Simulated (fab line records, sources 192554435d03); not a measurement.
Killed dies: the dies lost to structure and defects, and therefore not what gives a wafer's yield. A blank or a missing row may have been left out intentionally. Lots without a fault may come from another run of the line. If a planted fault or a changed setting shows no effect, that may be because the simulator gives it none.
Chamber matching :: flow n5-finfet :: 4 sister chambers for N5_BEOL_M9_ALD_74 on ald-metal-03
The step deposits TaN, target thk 2 nm, pulse time 2 s, purge time 3 s. 4 wafers are shown with their chamber, then 12 later ones without.

== WAFERS WITH THEIR CHAMBER ==
wafer: L088.5
chamber: 3
heater-power-w (W): 481

wafer: L090.1
chamber: 0
heater-power-w (W): 373

wafer: L090.2
chamber: 2
heater-power-w (W): 416

wafer: L090.5
chamber: 1
heater-power-w (W): 468

== WAFERS WHOSE CHAMBER IS MISSING ==
wafer: L092.1
heater-power-w (W): 379

wafer: L092.2
heater-power-w (W): 461

wafer: L092.6
heater-power-w (W): 414

wafer: L093.3
heater-power-w (W): 376

wafer: L093.5
heater-power-w (W): 414

wafer: L093.6
heater-power-w (W): 456

wafer: L096.2
heater-power-w (W): 419

wafer: L096.5
heater-power-w (W): 369

wafer: L096.6
heater-power-w (W): 466

wafer: L095.2
heater-power-w (W): 376

wafer: L095.3
heater-power-w (W): 469

wafer: L095.6
heater-power-w (W): 470

== CHAMBER TAKEN BY EACH ==
wafer: L092.1
from the rows above: 0
in truth: 0

wafer: L092.2
from the rows above: 1
in truth: 1

wafer: L092.6
from the rows above: 2
in truth: 2

wafer: L093.3
from the rows above: 0
in truth: 0

wafer: L093.5
from the rows above: 2
in truth: 2

wafer: L093.6
from the rows above: 1
in truth: 1

wafer: L096.2
from the rows above: 2
in truth: 2

wafer: L096.5
from the rows above: 0
in truth: 0

wafer: L096.6
from the rows above: 1
in truth: 1

wafer: L095.2
from the rows above: 0
in truth: 0

wafer: L095.3
from the rows above: 1
in truth: 1

wafer: L095.6
from the rows above: can't be placed: 1 or 3
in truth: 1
11 of 12 placed correctly. These rows do not allow placing 1 (true chamber among the candidates in 1). Placed wrongly: 0.
How it was worked out, from the rows above alone: a wafer's distance from a chamber is the root of the sum, over the readings, of the square of ((its reading less the chamber's mean) divided by the reading's scatter). The wafer belongs to the nearest chamber; if the next one is less than 2 further off, it can't be placed. A chamber's mean is the mean of its shown wafers. The scatter: root of mean squared gap, hidden wafer to nearest shown wafer, with one shown wafer a chamber.
